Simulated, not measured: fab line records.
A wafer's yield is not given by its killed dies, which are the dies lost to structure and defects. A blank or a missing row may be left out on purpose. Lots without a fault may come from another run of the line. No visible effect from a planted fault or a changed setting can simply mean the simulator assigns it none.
Chamber matching / flow n5-finfet / 4 sister chambers for N5_FIN_SAQP_STRIP_77 on rie-diel-01
The step strips in N2/H2, time 90 s. 18 wafers are shown with their chamber, then 9 later ones without.

== EACH WAFER AND ITS CHAMBER ==
wafer=L074.1; chamber=3; drypump-motor-current-A (A)=5.3; throttle-valve-pct (%)=12.16; oes-product-au (a.u.)=0.76
wafer=L074.5; chamber=3; drypump-motor-current-A (A)=5.4; throttle-valve-pct (%)=12.17; oes-product-au (a.u.)=0.77
wafer=L074.6; chamber=2; drypump-motor-current-A (A)=4.9; throttle-valve-pct (%)=12.27; oes-product-au (a.u.)=0.79
wafer=L076.1; chamber=0; drypump-motor-current-A (A)=6.3; throttle-valve-pct (%)=11.99; oes-product-au (a.u.)=0.88
wafer=L076.3; chamber=2; drypump-motor-current-A (A)=5.0; throttle-valve-pct (%)=12.30; oes-product-au (a.u.)=0.77
wafer=L076.6; chamber=2; drypump-motor-current-A (A)=4.9; throttle-valve-pct (%)=12.30; oes-product-au (a.u.)=0.76
wafer=L077.1; chamber=2; drypump-motor-current-A (A)=5.0; throttle-valve-pct (%)=12.30; oes-product-au (a.u.)=0.77
wafer=L077.3; chamber=3; drypump-motor-current-A (A)=5.4; throttle-valve-pct (%)=12.17; oes-product-au (a.u.)=0.75
wafer=L077.6; chamber=3; drypump-motor-current-A (A)=5.3; throttle-valve-pct (%)=12.18; oes-product-au (a.u.)=0.75
wafer=L082.1; chamber=2; drypump-motor-current-A (A)=4.9; throttle-valve-pct (%)=12.32; oes-product-au (a.u.)=0.76
wafer=L082.2; chamber=1; drypump-motor-current-A (A)=5.2; throttle-valve-pct (%)=11.91; oes-product-au (a.u.)=0.97
wafer=L082.4; chamber=3; drypump-motor-current-A (A)=5.3; throttle-valve-pct (%)=12.20; oes-product-au (a.u.)=0.74
wafer=L084.1; chamber=3; drypump-motor-current-A (A)=5.3; throttle-valve-pct (%)=12.22; oes-product-au (a.u.)=0.74
wafer=L084.2; chamber=0; drypump-motor-current-A (A)=6.4; throttle-valve-pct (%)=12.06; oes-product-au (a.u.)=0.85
wafer=L084.6; chamber=3; drypump-motor-current-A (A)=5.4; throttle-valve-pct (%)=12.21; oes-product-au (a.u.)=0.74
wafer=L085.2; chamber=1; drypump-motor-current-A (A)=5.2; throttle-valve-pct (%)=11.93; oes-product-au (a.u.)=0.92
wafer=L085.3; chamber=2; drypump-motor-current-A (A)=4.9; throttle-valve-pct (%)=12.36; oes-product-au (a.u.)=0.75
wafer=L085.6; chamber=0; drypump-motor-current-A (A)=6.4; throttle-valve-pct (%)=12.05; oes-product-au (a.u.)=0.86

SIGNATURES, as means of the wafers listed above
reading=drypump-motor-current-A; chamber 0=6.367; chamber 1=5.200; chamber 2=4.933; chamber 3=5.343; scatter within a chamber=0.0515
reading=throttle-valve-pct; chamber 0=12.0333; chamber 1=11.9200; chamber 2=12.3083; chamber 3=12.1871; scatter within a chamber=0.0276
reading=oes-product-au; chamber 0=0.8633; chamber 1=0.9450; chamber 2=0.7667; chamber 3=0.7500; scatter within a chamber=0.0157
Rule: for a wafer and a chamber, the distance is found by dividing, reading by reading, the gap between the wafer's reading and the chamber's mean by the reading's scatter, squaring, summing and taking the root. If the next closest chamber is less than 2 further off than the closest, the wafer can't be placed; otherwise it belongs to the closest. The scatter: the root of (the sum of the squares of (reading less its chamber's mean) over the shown wafers, divided by (wafers less chambers)).

== WAFERS WITH NO CHAMBER GIVEN ==
wafer=L086.1; drypump-motor-current-A (A)=5.3; throttle-valve-pct (%)=11.96; oes-product-au (a.u.)=0.93
wafer=L086.3; drypump-motor-current-A (A)=6.4; throttle-valve-pct (%)=12.08; oes-product-au (a.u.)=0.85
wafer=L086.6; drypump-motor-current-A (A)=4.9; throttle-valve-pct (%)=12.35; oes-product-au (a.u.)=0.75
wafer=L093.1; drypump-motor-current-A (A)=5.3; throttle-valve-pct (%)=11.99; oes-product-au (a.u.)=0.90
wafer=L093.2; drypump-motor-current-A (A)=5.0; throttle-valve-pct (%)=12.39; oes-product-au (a.u.)=0.74
wafer=L093.4; drypump-motor-current-A (A)=6.4; throttle-valve-pct (%)=12.10; oes-product-au (a.u.)=0.83
wafer=L096.2; drypump-motor-current-A (A)=6.4; throttle-valve-pct (%)=12.12; oes-product-au (a.u.)=0.82
wafer=L096.3; drypump-motor-current-A (A)=5.3; throttle-valve-pct (%)=12.27; oes-product-au (a.u.)=0.72
wafer=L096.4; drypump-motor-current-A (A)=5.0; throttle-valve-pct (%)=12.42; oes-product-au (a.u.)=0.73

== WHICH CHAMBER EACH ONE RAN IN ==
wafer=L086.1; from the rows above=1; in truth=1
wafer=L086.3; from the rows above=0; in truth=0
wafer=L086.6; from the rows above=2; in truth=2
wafer=L093.1; from the rows above=1; in truth=1
wafer=L093.2; from the rows above=2; in truth=2
wafer=L093.4; from the rows above=0; in truth=0
wafer=L096.2; from the rows above=0; in truth=0
wafer=L096.3; from the rows above=3; in truth=3
wafer=L096.4; from the rows above=2; in truth=2
Correctly placed: 9 of 9. Not placeable from these rows: 0. Placed wrongly: 0.
